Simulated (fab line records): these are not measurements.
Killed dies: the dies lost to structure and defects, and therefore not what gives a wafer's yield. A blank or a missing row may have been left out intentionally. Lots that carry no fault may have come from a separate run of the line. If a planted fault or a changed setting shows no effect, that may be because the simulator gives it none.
What tool caused it? | flow nand harc | 24 lots, 72 wafers sampled, at 2 steps of a route of 1302

## WHAT THE GAUGES READ, wafer by wafer
NHARC_A_SGD_CUT_INSPECT_25. Usual: raw defect count at 365, with a standard deviation of 82.
lot  | measured     | on                | raw defect count | flag
L074 | day 19 12:49 | defect inspect-01 | 393 383 347      |
L076 | day 20 04:22 | defect inspect-01 | 319 318 270      |
L075 | day 20 04:31 | defect inspect-02 | 421 448 378      |
L077 | day 20 12:58 | defect inspect-02 | 376 503 393      |
L078 | day 21 02:02 | defect inspect-02 | 461 338 429      |
L080 | day 21 15:38 | defect inspect-01 | 305 354 438      |
L079 | day 21 15:37 | defect inspect-02 | 361 345 350      |
L081 | day 22 10:28 | defect inspect-01 | 380 379 448      |
L082 | day 23 12:22 | defect inspect-02 | 306 359 385      |
L083 | day 24 01:08 | defect inspect-02 | 413 309 375      |
L085 | day 24 01:08 | defect inspect-01 | 383 329 378      |
L086 | day 24 01:19 | defect inspect-02 | 192 216 270      |
L084 | day 24 10:02 | defect inspect-02 | 289 262 301      |
L087 | day 24 18:19 | defect inspect-01 | 299 282 254      |
L088 | day 25 14:00 | defect inspect-02 | 342 557 447      |
L091 | day 26 03:31 | defect inspect-02 | 407 385 403      |
L089 | day 26 13:54 | defect inspect-02 | 307 331 329      |
L090 | day 26 13:54 | defect inspect-01 | 297 345 385      |
L092 | day 26 17:58 | defect inspect-01 | 417 348 498      |
L093 | day 27 11:13 | defect inspect-01 | 410 275 396      |
L094 | day 27 18:02 | defect inspect-02 | 370 473 428      |
L096 | day 28 12:52 | defect inspect-01 | 416 502 435      |
L095 | day 28 12:53 | defect inspect-02 | 281 270 234      |
L097 | day 29 03:53 | defect inspect-02 | 351 304 259      |

## EACH LOT AND THE TOOL THAT RAN IT (in order: tool; ch and the chambers of the sampled wafers; start)
lot  | NHARC_A_SGD_CUT_STRIP_28
L074 | rie diel-05 ch 0,3, day 19 12:43
L076 | rie diel-09 ch 0,1,2, day 20 04:22 or earlier
L075 | rie diel-05 ch 1,3, day 20 04:31 or earlier
L077 | rie diel-09 ch 1,2,3, day 20 12:58 or earlier
L078 | rie diel-13 ch 0,2,3, day 21 02:02 or earlier
L080 | rie diel-13 ch 1,2, day 21 15:38 or earlier
L079 | rie diel-05 ch 0,1,3, day 21 15:37 or earlier
L081 | rie diel-05 ch 0,1,2, day 22 10:28 or earlier
L082 | rie diel-09 ch 2,3, day 23 12:22 or earlier
L083 | rie diel-09 ch 0,2,3, day 24 01:08 or earlier
L085 | rie diel-05 ch 1,2,3, day 24 01:08 or earlier
L086 | rie diel-13 ch 1,2,3, day 24 01:19 or earlier
L084 | rie diel-09 ch 0,3, day 24 09:56
L087 | rie diel-05 ch 0,1, day 24 18:19 or earlier
L088 | rie diel-13 ch 2,3, day 25 13:54
L091 | rie diel-13 ch 0,3, day 26 03:24
L089 | rie diel-13 ch 1,2,3, day 26 13:54 or earlier
L090 | rie diel-09 ch 0,2, day 26 13:54 or earlier
L092 | rie diel-05 ch 1,2,3, day 26 17:58 or earlier
L093 | rie diel-13 ch 0,1,3, day 27 11:13 or earlier
L094 | rie diel-13 ch 0,2,3, day 27 18:02 or earlier
L096 | rie diel-09 ch 1,2, day 28 12:52 or earlier
L095 | rie diel-13 ch 0,3, day 28 12:53 or earlier
L097 | rie diel-05 ch 0,1,3, day 29 03:53 or earlier
- NHARC_A_SGD_CUT_STRIP_28: strips in O2, time 20 s.

## AS READ BY THE TOOLS THEMSELVES (means over the sampled wafers that have a number; for cases with no such wafer, the mark the record gives instead)
NHARC_A_SGD_CUT_STRIP_28. Usual: drypump motor current A 5.8 A, standard deviation 0.49; oes product au 1.000 a.u., standard deviation 0.0098; rf vpp V 57.9 V, standard deviation 0.84; showerhead plenum p Torr 3.61 Torr, standard deviation 0.11; throttle valve pct 17.036 %, standard deviation 0.0083.
lot  | tool        | drypump motor current A (A) | oes product au (a.u.) | rf vpp V (V) | showerhead plenum p Torr (Torr) | throttle valve pct (%) | flag
L074 | rie diel-05 | 5.0                         | 0.992                 | 58.2         | 3.54                            | 17.040                 |
L076 | rie diel-09 | 6.1                         | 0.999                 | 57.4         | 3.59                            | 17.038                 |
L075 | rie diel-05 | 5.2                         | 1.001                 | 57.5         | 3.62                            | 17.027                 |
L077 | rie diel-09 | 5.8                         | 1.005                 | 57.7         | 3.64                            | 17.032                 |
L078 | rie diel-13 | 6.0                         | 0.999                 | 58.4         | 3.63                            | 17.041                 |
L080 | rie diel-13 | 6.1                         | 1.002                 | 58.1         | 3.63                            | 17.034                 |
L079 | rie diel-05 | 5.2                         | 0.997                 | 57.2         | 3.55                            | 17.032                 |
L081 | rie diel-05 | 5.6                         | 0.994                 | 57.7         | 3.61                            | 17.045                 |
L082 | rie diel-09 | 6.0                         | 1.000                 | 57.3         | 3.69                            | 17.034                 |
L083 | rie diel-09 | 6.1                         | 1.002                 | 57.8         | 3.63                            | 17.034                 |
L085 | rie diel-05 | 5.6                         | 0.995                 | 58.0         | 3.66                            | 17.035                 |
L086 | rie diel-13 | 5.9                         | 1.003                 | 58.1         | 3.57                            | 17.036                 |
L084 | rie diel-09 | 6.1                         | 0.994                 | 57.0         | 3.57                            | 17.035                 |
L087 | rie diel-05 | 5.3                         | 1.001                 | 58.2         | 3.57                            | 17.043                 |
L088 | rie diel-13 | 5.8                         | 1.002                 | 57.2         | 3.62                            | 17.035                 |
L091 | rie diel-13 | 5.8                         | 0.991                 | 57.6         | 3.56                            | 17.039                 |
L089 | rie diel-13 | 5.9                         | 0.995                 | 57.8         | 3.56                            | 17.042                 |
L090 | rie diel-09 | 6.3                         | 0.995                 | 58.0         | 3.57                            | 17.040                 |
L092 | rie diel-05 | 5.6                         | 1.006                 | 58.0         | 3.66                            | 17.034                 |
L093 | rie diel-13 | 5.9                         | 0.996                 | 57.6         | 3.51                            | 17.038                 |
L094 | rie diel-13 | 6.0                         | 1.012                 | 58.0         | 3.62                            | 17.030                 |
L096 | rie diel-09 | 5.8                         | 1.021                 | 58.0         | 3.60                            | 17.031                 |
L095 | rie diel-13 | 5.8                         | 0.997                 | 57.6         | 3.56                            | 17.031                 |
L097 | rie diel-05 | 5.2                         | 1.004                 | 58.0         | 3.54                            | 17.037                 |

## THE ANSWER, worked out from the rows above alone
Rule: a lot is off if the mean of its wafers that have a number lies more than 3 standard deviations from the usual mean. Also off: a lot with no number at a reading for which 4 or more lots have one. Any other lot the step has rows for is counted as sound. The gauges are gone through in route order, then the tools' own readings, and for those a lot's mean is taken as printed above. At the first step where some lot is off, the reading lying furthest off is the one used; lots without a number count as furthest.
None of the lots is off at any reading shown; this tells nothing.

## WHAT HAD BEEN PUT IN BY THE SIMULATOR
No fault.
